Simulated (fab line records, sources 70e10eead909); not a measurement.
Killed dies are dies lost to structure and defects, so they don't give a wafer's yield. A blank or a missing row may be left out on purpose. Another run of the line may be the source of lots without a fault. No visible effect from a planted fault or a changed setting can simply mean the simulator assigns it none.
A lot that was struck, set against a sound lot :: flow nand_harc :: 15 out of 1302 route steps
Sound: these wafers, L126.3, L126.4, L126.6. Struck: wafer L133.1 (left out: L133.2, L133.4 of the same lot, which were not struck); the cause appears at the end.
For every step that has rows: the tool of each side, followed by ch and its chambers, followed by its first start. Under that, the readings that differ: sound wafers :: struck wafers :: difference of the means :: sigmas: that difference in standard deviations of wafers without a fault.
alike: words and numbers the same on both sides, and readings whose means are apart by under 2 such deviations; not compared: readings that were withheld, readings missing a value for some wafer, numbers with overlapping values and no deviation given by the record, and bounds like >300 which may hide the same value.
The two part at a step that has a row with sigmas, a row that says differs or no value, or rows on one side only. When numbers do not overlap yet have no deviation, they are printed without sigmas and do not part them. Lack of a reading on every wafer of one side parts them only where that side has two or more wafers.

NHARC_P_GATE_DESCUM_93: chemistry O2, time 3 s.
  sound on rie_diel-04 ch 1,2, day 6 00:05; struck on rie_diel-04 ch 3, day 9 01:59
  alike: drypump_motor_current_A, oes_product_au, rf_vpp_V, showerhead_plenum_p_Torr, throttle_valve_pct
  not compared: rf_hours_counter_h
next, for these wafers, 1 step has no rows: NHARC_P_GATE_IMPLANT_94.
NHARC_P_GATE_STRIP_113: strips in N2/H2, time 740 s.
  sound on plasma_asher-02 ch 0,1, day 6 00:41; struck on plasma_asher-02 ch 1, day 9 02:23
reading: heater_power_w (W)
sound: 90 101 99
struck: 86
difference: -11
sigmas: -2

reading: rf_hours_counter_h (h)
sound: - - -
struck: 24
difference: no value on the sound wafers
sigmas: 
  alike: drypump_motor_current_A, run_length_s
NHARC_P_GATE_STRIP_95: strips in O2.
  sound on plasma_asher-02 ch 0,1, day 6 01:11; struck on plasma_asher-02 ch 1, day 9 03:07
reading: rf_hours_counter_h (h)
sound: - - -
struck: 24
difference: no value on the sound wafers
sigmas: 
  alike: drypump_motor_current_A, heater_power_w
then, 7 steps without rows for these wafers: NHARC_P_GATE_STRIP_96 (strips in SPM, time 900 s); NHARC_P_GATE_RTA_64 (time 1 s); NHARC_P_GATE_ETCH_77 (etches SiO2 in dHF, target depth 6 nm); NHARC_P_GATE_DEGAS_109 (time 60 s); NHARC_P_GATE_PRE_CLEAN_110 (time 30 s); NHARC_P_GATE_SPUTTER_78 (material Ni, target thk 10 nm); NHARC_P_GATE_SPUTTER_79 (material TiN, target thk 10 nm).
NHARC_P_GATE_RTA_80: time 30 s.
  sound on rtp_anneal-01 ch 0, day 6 02:23; struck on rtp_anneal-02 ch 0, day 9 04:18
reading: lamp_power_pct (%)
sound: 2.06 2.06 2.06
struck: 2.26
difference: +0.20
sigmas: +2

reading: lamp_zone_3_pct (%)
sound: 2.06 2.06 2.06
struck: 2.26
difference: +0.20
sigmas: +2

reading: lamp_zone_4_pct (%)
sound: 2.06 2.06 2.06
struck: 2.26
difference: +0.20
sigmas: +2
  alike: wafer_temp_C_max
NHARC_P_GATE_STRIP_67: strips in SPM, time 600 s.
  sound on wet_bench-09 ch 0,1,3, day 6 02:33; struck on wet_bench-09 ch 5, day 9 04:30
reading: run_length_s (s)
sound: 603.9 603.6 601.2
struck: 194.2
difference: -408.7
sigmas: -99 or more
NHARC_P_GATE_RTA_82: time 30 s.
  sound on rtp_anneal-01 ch 0, day 6 02:51; struck on rtp_anneal-02 ch 0, day 9 04:46
reading: lamp_zone_3_pct (%)
sound: 4.05 4.05 4.04
struck: 4.43
difference: +0.38
sigmas: +2

reading: lamp_zone_4_pct (%)
sound: 4.05 4.05 4.06
struck: 4.44
difference: +0.39
sigmas: +2
  alike: lamp_power_pct, wafer_temp_C_max
NHARC_END_SORT_01:
  the record has rows for the sound wafers here (prober-01 ch 0, day 24 11:35) and none for the struck ones

WHERE THEY PART
Earliest at NHARC_P_GATE_STRIP_113; latest, in this record, at NHARC_END_SORT_01.

WHY: the cause the simulator had injected
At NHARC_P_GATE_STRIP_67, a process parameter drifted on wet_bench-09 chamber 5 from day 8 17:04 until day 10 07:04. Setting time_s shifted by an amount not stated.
